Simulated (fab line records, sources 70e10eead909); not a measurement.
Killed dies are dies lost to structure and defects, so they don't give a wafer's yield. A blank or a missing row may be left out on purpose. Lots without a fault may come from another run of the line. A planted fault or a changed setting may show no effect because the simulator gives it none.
Chamber matching | flow nand_harc | NHARC_A_CHANNEL_FILL_D1_ALD_16 on ald_hk-04: 4 sister chambers
The step deposits SiO2, target thk 1.5 nm, pulse time 10 s, ald cycles 15. 24 wafers are shown with their chamber, then 12 later ones without.

WAFERS WITH THEIR CHAMBER
wafer  | chamber | heater_power_w (W) | precursor_pulse_height_rel | susceptor_temp_C (C)
L075.2 | 2       | 496                | 0.977                      | 300.35
L075.3 | 1       | 452                | 0.989                      | 299.96
L075.5 | 3       | 467                | 1.016                      | 299.82
L075.1 | 0       | 467                | 1.000                      | 300.28
L075.4 | 3       | 474                | 1.003                      | 299.93
L075.6 | 2       | 481                | 1.000                      | 300.11
L076.2 | 2       | 506                | 0.987                      | 300.13
L076.4 | 0       | 464                | 0.972                      | 300.30
L076.6 | 2       | 477                | 1.029                      | 300.11
L076.1 | 3       | 471                | 1.035                      | 300.05
L076.3 | 1       | 458                | 0.987                      | 300.11
L076.5 | 3       | 464                | 1.018                      | 299.84
L077.1 | 2       | 487                | 1.025                      | 299.65
L077.3 | 0       | 476                | 0.996                      | 300.04
L077.4 | 3       | 468                | 1.008                      | 300.10
L083.1 | 2       | 479                | 1.008                      | 299.64
L083.3 | 0       | 489                | 0.995                      | 299.98
L083.5 | 0       | 489                | 1.043                      | 299.81
L083.2 | 1       | 461                | 0.965                      | 299.83
L083.4 | 3       | 460                | 0.981                      | 300.22
L083.6 | 1       | 463                | 0.951                      | 299.96
L084.3 | 2       | 483                | 0.990                      | 300.06
L084.4 | 1       | 468                | 0.979                      | 300.02
L084.5 | 1       | 464                | 0.996                      | 300.38

SIGNATURES (means of the wafers above)
reading                    | chamber 0 | chamber 1 | chamber 2 | chamber 3 | scatter within a chamber
heater_power_w             | 477.00    | 461.00    | 487.00    | 467.33    | 8.64
precursor_pulse_height_rel | 1.00120   | 0.97783   | 1.00229   | 1.01017   | 0.02
susceptor_temp_C           | 300.0820  | 300.0433  | 300.0071  | 299.9933  | 0.211
Rule: a wafer's distance from a chamber is the root of the sum, over the readings, of the square of ((its reading less the chamber's mean) divided by the reading's scatter). The wafer belongs to the nearest chamber; if the next one is less than 2 further off, it can't be placed. The scatter: the root of (the sum of the squares of (reading less its chamber's mean) over the shown wafers, divided by (wafers less chambers)).

WAFERS WITHOUT THEIR CHAMBER
wafer  | heater_power_w (W) | precursor_pulse_height_rel | susceptor_temp_C (C)
L085.2 | 487                | 0.968                      | 299.92
L085.4 | 464                | 1.003                      | 299.92
L085.6 | 469                | 1.024                      | 299.92
L086.3 | 480                | 1.030                      | 300.10
L086.5 | 468                | 0.996                      | 300.09
L086.6 | 482                | 0.990                      | 299.94
L088.1 | 488                | 1.006                      | 299.95
L088.5 | 464                | 1.009                      | 299.95
L088.6 | 502                | 1.028                      | 300.31
L090.2 | 477                | 1.016                      | 299.77
L090.3 | 480                | 1.013                      | 300.03
L090.4 | 485                | 1.020                      | 299.96

WHICH CHAMBER EACH WENT THROUGH
wafer  | from the rows above               | in truth
L085.2 | can't be placed: 2 or 0 or 1 or 3 | 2
L085.4 | can't be placed: 3 or 1 or 0      | 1
L085.6 | can't be placed: 3 or 0 or 2 or 1 | 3
L086.3 | can't be placed: 0 or 2 or 3 or 1 | 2
L086.5 | can't be placed: 3 or 0 or 1 or 2 | 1
L086.6 | can't be placed: 2 or 0 or 3 or 1 | 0
L088.1 | can't be placed: 2 or 0           | 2
L088.5 | can't be placed: 3 or 1 or 0      | 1
L088.6 | can't be placed: 2 or 0 or 3      | 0
L090.2 | can't be placed: 3 or 0 or 2 or 1 | 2
L090.3 | can't be placed: 0 or 2 or 3      | 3
L090.4 | can't be placed: 2 or 0 or 3      | 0
Placed correctly: 0 of 12. Can't be placed from these rows: 12 (the true chamber is among the candidates in 12). Placed wrongly: 0.
